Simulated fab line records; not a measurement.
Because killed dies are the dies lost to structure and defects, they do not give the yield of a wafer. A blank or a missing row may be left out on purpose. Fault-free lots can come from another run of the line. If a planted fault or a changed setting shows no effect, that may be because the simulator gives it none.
Chamber matching ; flow n5_finfet ; cmp-02 running N5_GATE_CUT_CMP_61: 4 sister chambers
The step polishes, stops on SiNx, t overpolish 3 s. 18 wafers are shown with their chamber, then 9 later ones without.

== EACH WAFER AND ITS CHAMBER ==
wafer;chamber;motor_current_A (A)
L076.1;2;11.2
L076.4;3;12.1
L076.5;2;11.1
L078.1;2;11.0
L078.2;0;12.9
L078.3;1;10.2
L083.2;3;12.2
L083.3;1;10.2
L083.5;2;11.3
L084.1;3;11.9
L084.4;0;13.0
L084.6;1;10.2
L085.2;2;11.3
L085.3;1;10.9
L085.6;3;13.0
L086.2;1;10.5
L086.3;3;12.3
L086.4;0;12.6

SIGNATURES, as means of the wafers listed above
reading;chamber 0;chamber 1;chamber 2;chamber 3;scatter within a chamber
motor_current_A;12.833;10.400;11.180;12.300;0.297
Rule: a wafer's distance from a chamber is the root of the sum, over the readings, of the square of ((its reading less the chamber's mean) divided by the reading's scatter). The wafer belongs to the nearest chamber; if the next one is less than 2 further off, it can't be placed. The scatter: the root of (the sum of the squares of (reading less its chamber's mean) over the shown wafers, divided by (wafers less chambers)).

== WAFERS WITHOUT THEIR CHAMBER ==
wafer;motor_current_A (A)
L092.4;12.6
L092.5;13.5
L092.6;12.0
L094.1;11.3
L094.2;11.9
L094.3;10.1
L096.3;13.1
L096.5;11.8
L096.6;11.7

== THE CHAMBER EACH PASSED THROUGH ==
wafer;from the rows above;in truth
L092.4;can't be placed: 0 or 3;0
L092.5;can't be placed: 0 or 3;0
L092.6;can't be placed: 3 or 2 or 0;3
L094.1;2;2
L094.2;can't be placed: 3 or 2 or 0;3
L094.3;1;1
L096.3;can't be placed: 0 or 3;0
L096.5;can't be placed: 3 or 2 or 0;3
L096.6;can't be placed: 2 or 3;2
2 of 9 placed correctly. Can't be placed from these rows: 7 (the true chamber is among the candidates in 7). Number placed wrongly: 0.
